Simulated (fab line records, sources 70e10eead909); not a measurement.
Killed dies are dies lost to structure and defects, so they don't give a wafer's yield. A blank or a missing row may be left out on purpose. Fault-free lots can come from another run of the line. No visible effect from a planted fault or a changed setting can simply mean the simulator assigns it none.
fab line records	flow nand_harc
record: lots: 13	wafers: 39	last_day: 33
route steps=1302 shown A_CONTACT@1092 A_BONDPAD@1222 END@1302
lots that met no fault: from a run of the same line without faults
start_h: start of the lot's first displayed wafer, in hours after the record's first day	wait_h: hours from the lot's prior step to this one	" the same as in the row above	L1.1+2: a row that stands for several wafers	- no value, or no start was given	* or withheld: withheld	< > ~ a bound
route shown NAME@n: names a module that has steps shown in the file, with the first one's number in the route	usual: mean/standard deviation of fault-free wafers	same: alike in all rows	chamber/n: place in a boat	sites: per-site readings	_std_site: standard deviation of those values	_edge_site: the outer-site mean with the inner-site mean subtracted	radius_mm: for every site, how far away it sits from the centre of the wafer	mask NAME#n: copy n	behind: the last tool/chamber to shape the wafer	hold: why the lot went on hold/how many hours it stayed there/how the hold came to an end	device: whichever transistor did not switch (one of n, p or np)	end of line: the tests these same wafers got at the end of their route	step lacking rows: just its recipe	killed: count of dies lost to structure and defects at first sort (not the wafer's yield)	map: per-die view of a wafer (x killed, . not killed, _ where there is no die)
set.NAME: the setting that was run; set.NAME@STEP: the one run at that earlier step	model.NAME: the simulator's own value behind a step, which no gauge read
route steps across a sampled set of lots; one table per step, one row per wafer
services: when a tool's chamber went out of use (start_h, in hours from the record's first day, below 0 if earlier), for how many hours, and the reason
== steps ==
step: NHARC_A_CONTACT_ETCH_92
recipe: target_depth_a: 400	over_etch_frac: 0.5	time_s: 85.7	ion_energy_ev: 120	ch3f_flow_sccm: 50	o2_flow_sccm: 30	ar_flow_sccm: 200	rf_w: 500	bias_w: 100	chemistry: CH3F/O2
usual: ch3f_flow_sccm: 49.99/0.15	drypump_motor_current_A: 6.2/0.47	oes_product_au: 0.925/0.022	rf_vpp_V: 244.6/1.7	showerhead_plenum_p_Torr: 2.47/0.1	throttle_valve_pct: 20.663/0.0089
lot.wafer	tool	chamber	start_h	wait_h	ch3f_flow_sccm	drypump_motor_current_A	oes_product_au	rf_hours_counter_h	rf_vpp_V	showerhead_plenum_p_Torr	throttle_valve_pct
L969.2	rie_diel-13	1	515.17	0.5	49.79	6.5	0.934	51	246.1	2.53	20.642
L969.1	"	2	"	"	50.01	5.4	0.922	55	244.8	2.53	20.666
L969.5	"	1	"	"	49.87	6.4	0.925	-	245.7	2.53	20.666
L968.1	rie_diel-09	3	525.55	0.8	49.82	5.2	0.922	6	242.2	2.41	20.676
L968.4	"	0	"	"	49.89	5.7	0.897	7	246.4	2.61	20.677
L968.6	"	2	"	"	50.03	5.0	0.909	-	246.7	2.66	20.660
L971.2	rie_diel-02	0	531.81	0.5	50.08	6.2	0.913	22	246.9	2.58	20.661
L971.3	"	1	"	"	50.07	6.6	0.923	16	244.6	2.43	20.668
L971.6	"	3	"	"	50.10	6.6	0.914	-	242.5	2.30	20.655
L970.2	rie_diel-02	1	532.80	0.6	49.68	6.6	1.005	16	244.4	2.43	20.693
L970.5	"	2	"	"	49.99	6.4	0.920	-	243.4	2.44	20.653
L970.6	"	3	"	"	50.12	6.6	0.912	-	243.1	2.30	20.661
L973.2	rie_diel-09	3	546.78	0.5	49.72	5.2	0.913	13	244.2	2.40	20.678
L973.1	"	0	"	"	49.96	5.7	0.908	17	246.8	2.61	20.653
L973.6	"	0	"	"	49.94	5.7	0.909	-	245.1	2.61	20.669
L972.3	rie_diel-02	2	564.52	0.4	49.99	6.4	0.938	27	244.8	2.44	20.660
L972.1	"	3	"	"	50.19	6.6	0.933	27	242.8	2.30	20.656
L972.6	"	2	"	"	49.83	6.4	0.927	-	242.4	2.44	20.665
L975.3	rie_diel-13	1	579.52	0.4	50.00	6.4	0.927	17	245.0	2.52	20.665
L975.4	"	2	"	"	50.20	5.4	0.919	16	245.6	2.52	20.664
L975.2	"	3	"	"	49.94	5.9	0.935	16	247.6	2.63	20.665
L976.3	rie_diel-02	0	590.26	0.4	49.96	6.1	0.915	0	245.9	2.58	20.668
L976.5	"	0	"	"	50.09	6.1	0.916	-	246.3	2.58	20.653
L976.6	"	1	"	"	49.74	6.6	0.919	-	245.1	2.43	20.674
L977.2	rie_diel-02	0	602.57	0.5	50.00	6.2	0.916	2	246.0	2.58	20.655
L977.1	"	1	"	"	49.96	6.6	0.927	2	243.5	2.43	20.671
L977.4	"	3	"	"	49.91	6.6	0.917	2	241.8	2.30	20.660
L974.4	rie_diel-09	3	643.50	0.4	49.87	5.2	0.928	40	242.7	2.39	20.672
L974.3	"	0	"	"	49.83	5.7	0.904	51	245.0	2.60	20.657
L974.2	"	1	"	"	50.05	6.1	0.923	48	244.6	2.41	20.654
L985.2	rie_diel-02	3	696.68	0.5	49.65	6.6	0.918	14	242.2	2.29	20.645
L985.4	"	0	"	"	50.09	6.2	0.910	17	246.3	2.57	20.650
L985.5	"	2	"	"	49.96	6.4	0.926	-	244.8	2.43	20.679
L987.2	rie_diel-13	3	713.48	0.5	49.90	5.9	0.931	1	246.3	2.61	20.661
L987.4	"	0	"	"	49.89	6.0	0.937	1	245.8	2.51	20.663
L987.6	"	2	"	"	50.02	5.4	0.928	-	244.2	2.50	20.651
L990.3	rie_diel-13	3	726.81	0.4	49.88	5.9	1.019	7	246.9	2.61	20.664
L990.6	"	1	"	"	49.97	6.4	0.995	-	243.9	2.50	20.653
L990.5	"	2	"	"	50.08	5.4	1.003	-	244.0	2.50	20.666
step: NHARC_A_BONDPAD_STRIP_15
recipe: o2_flow_sccm: 500	ar_flow_sccm: 0	bias_w: 0	chemistry: O2
usual: drypump_motor_current_A: 6.2/0.4	oes_product_au: 1.000/0.012	rf_vpp_V: 57.8/0.93	showerhead_plenum_p_Torr: 3.54/0.16	throttle_valve_pct: 17.036/0.0078
lot.wafer	tool	chamber	start_h	wait_h	drypump_motor_current_A	oes_product_au	rf_hours_counter_h	rf_vpp_V	showerhead_plenum_p_Torr	throttle_valve_pct
L969.1	rie_diel-10	2	531.62	0.1	5.8	1.029	3	57.6	3.61	17.029
L969.2	"	3	"	"	6.2	1.003	3	58.2	3.78	17.044
L969.5	"	2	"	"	5.9	1.033	-	56.3	3.61	17.033
L968.4	rie_diel-02	1	542.94	0.1	6.6	1.000	17	57.8	3.49	17.053
L968.1	"	2	"	"	6.5	0.996	24	58.6	3.51	17.042
L968.6	"	1	"	"	6.6	0.996	-	56.5	3.49	17.032
L971.3	rie_diel-10	0	548.80	0.1	5.7	1.018	3	58.8	3.32	17.045
L971.2	"	1	"	"	6.4	1.024	3	57.9	3.56	17.032
L971.6	"	3	"	"	6.2	1.012	-	58.4	3.78	17.027
L970.2	rie_diel-10	0	549.37	0.1	5.7	1.013	3	56.6	3.32	17.035
L970.6	"	0	"	"	5.7	1.010	-	57.6	3.32	17.035
L970.5	"	1	"	"	6.5	1.018	-	57.5	3.56	17.032
L973.1	rie_diel-02	2	565.85	0.1	6.5	0.987	28	57.2	3.50	17.038
L973.2	"	3	"	"	6.6	0.989	27	57.3	3.31	17.033
L973.6	"	3	"	"	6.6	0.986	-	58.3	3.31	17.043
L972.3	rie_diel-10	1	581.07	0.1	6.5	1.002	4	57.5	3.56	17.042
L972.1	"	2	"	"	5.8	1.013	4	58.0	3.61	17.050
L972.6	"	1	"	"	6.5	1.008	-	58.2	3.56	17.033
L975.2	rie_diel-02	2	596.88	0.1	6.4	0.988	2	58.6	3.50	17.039
L975.3	"	3	"	"	6.6	0.990	1	55.0	3.31	17.047
L975.4	"	1	"	"	6.6	0.992	2	57.6	3.48	17.040
L976.3	rie_diel-02	0	607.48	0.1	6.2	0.978	3	59.5	3.70	17.035
L976.5	"	1	"	"	6.6	0.981	-	58.3	3.48	17.041
L976.6	"	2	"	"	6.5	0.985	-	57.0	3.50	17.048
L977.2	rie_diel-02	0	619.19	0.1	6.2	0.991	6	58.9	3.69	17.030
L977.4	"	1	"	"	6.6	0.996	7	56.4	3.48	17.029
L977.1	"	3	"	"	6.6	0.988	3	56.6	3.30	17.036
L974.4	rie_diel-10	3	660.45	0.1	6.2	0.995	1	58.3	3.77	17.021
L974.3	"	1	"	"	6.5	1.008	1	58.5	3.56	17.039
L974.2	"	2	"	"	5.9	0.989	1	57.2	3.61	17.053
L985.4	rie_diel-10	1	714.14	0.1	6.4	1.002	3	56.7	3.56	17.046
L985.2	"	2	"	"	5.8	1.008	3	56.1	3.61	17.038
L985.5	"	2	"	"	5.8	1.003	-	58.8	3.61	17.032
L987.2	rie_diel-10	1	730.53	0.1	6.5	1.012	3	57.6	3.56	17.026
L987.4	"	2	"	"	5.8	0.999	3	57.2	3.61	17.027
L987.6	"	3	"	"	6.2	0.993	-	61.1	3.77	17.036
L990.3	rie_diel-09	1	744.29	0.1	6.1	0.991	24	56.1	3.44	17.039
L990.5	"	2	"	"	5.1	0.982	-	59.6	3.77	17.032
L990.6	"	3	"	"	5.2	0.995	-	57.4	3.42	17.037
step: NHARC_END_SORT_01
recipe: temp_c: 25
usual: killed_at_array: 45/18	killed_at_other: 0.9/1.3	killed_at_periphery: 3.7/2.2	killed_dies: 50/18	killed_open: 3.2/1.9	killed_short: 2.4/1.6
same: gross_dies: 677
lot.wafer	tool	chamber	start_h	wait_h	killed_at_array	killed_at_other	killed_at_periphery	killed_dies	killed_open	killed_short
L985.2	prober-02	0	745.03	2.8	97	0	7	104	3	4
L985.4	prober-02	0	746.65	3.4	43	0	4	47	4	2
L985.5	prober-02	0	747.46	3.7	24	1	4	29	0	2
killed by level:class
L985.2 A_CONTACT:unspecified=45 A_CHANNEL_HOLE_D1:chamber_film_flake=34 A_CONTACT:chamber_film_flake=8 P_STI:chamber_film_flake=2 A_SLIT:chamber_film_flake=2 A_STAIRCASE:chamber_film_flake=2 A_WL_FILL:chamber_film_flake=2 P_STI:geometric_particle:open=1
L985.4 A_CHANNEL_HOLE_D1:chamber_film_flake=28 A_CONTACT:chamber_film_flake=4 P_STI:chamber_film_flake=2 A_CHANNEL_FILL_D2:chamber_film_flake=2 P_CONTACT:geometric_particle:open=1 A_SOURCE_PLATE:geometric_particle:short=1 A_SOURCE_PLATE:geometric_particle:open=1 A_CHANNEL_FILL_D1:geometric_particle:open=1
L985.5 A_CHANNEL_HOLE_D1:chamber_film_flake=10 A_CONTACT:chamber_film_flake=8 A_SLIT:chamber_film_flake=3 P_STI:chamber_film_flake=2 A_WL_FILL:geometric_particle:short=1 STARTING-WAFER:geometric_particle:short=1 P_M2:chamber_film_flake=1 P_BONDPAD:chamber_film_flake=1
== services ==
tool	chamber	start_h	hours	kind
rie_diel-02	1	493.79	33.7	repair
rie_diel-09	-	497.48	9.0	pm
rie_diel-02	0	501.08	-	clean
rie_diel-02	2	501.08	-	clean
rie_diel-02	3	501.08	-	clean
rie_diel-09	-	507.54	1.2	repair
rie_diel-02	0	513.70	3.2	repair
rie_diel-09	1	514.45	2.4	repair
rie_diel-13	-	520.67	9.0	pm
rie_diel-02	0	525.62	-	clean
rie_diel-02	2	525.62	-	clean
rie_diel-02	3	525.62	-	clean
rie_diel-02	0	550.12	-	clean
rie_diel-02	1	550.12	-	clean
rie_diel-02	-	571.04	9.0	pm
rie_diel-10	3	579.86	1.5	repair
rie_diel-10	0	592.31	5.1	repair
rie_diel-10	-	596.52	9.0	pm
rie_diel-02	3	603.32	5.1	repair
rie_diel-09	0	651.53	2.5	repair
rie_diel-09	0	658.66	1.4	repair
rie_diel-09	-	674.51	9.0	pm
rie_diel-13	-	699.67	9.0	pm
rie_diel-10	-	720.93	0.7	repair
== key ==
first_sign: step: NHARC_END_SORT_01	reading: killed_dies	direction: up	sigmas: 3.1	usual: 50	struck: 104
effect: step: NHARC_END_SORT_01	reading: killed_at_array	direction: up	sigmas: 2.8	usual: 45	struck: 97
more_kills_born_at: NHARC_A_CONTACT_ETCH_92@rie_diel-02: 45
met_at NHARC_A_CONTACT_ETCH_92
struck_lots L985
struck_wafers L985.2
tester_left_out L985
not_acting_at NHARC_A_BONDPAD_STRIP_15
onset_between 602.57 696.68
fault: kind: chamber_particle_source	tool: rie_diel-02	chamber: 3	onset_h: 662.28	steps: NHARC_A_CONTACT_ETCH_92	rate_per_visit_cm2: 0.58238	end_h: 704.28
tester_left_out: of these lots the tester's yield and bins aren't shown, on N5 and GAA mostly nor the transistor test; their killed dies are dies lost to structure and defects alone, not to doping, threshold or leakage, so they don't give the yield
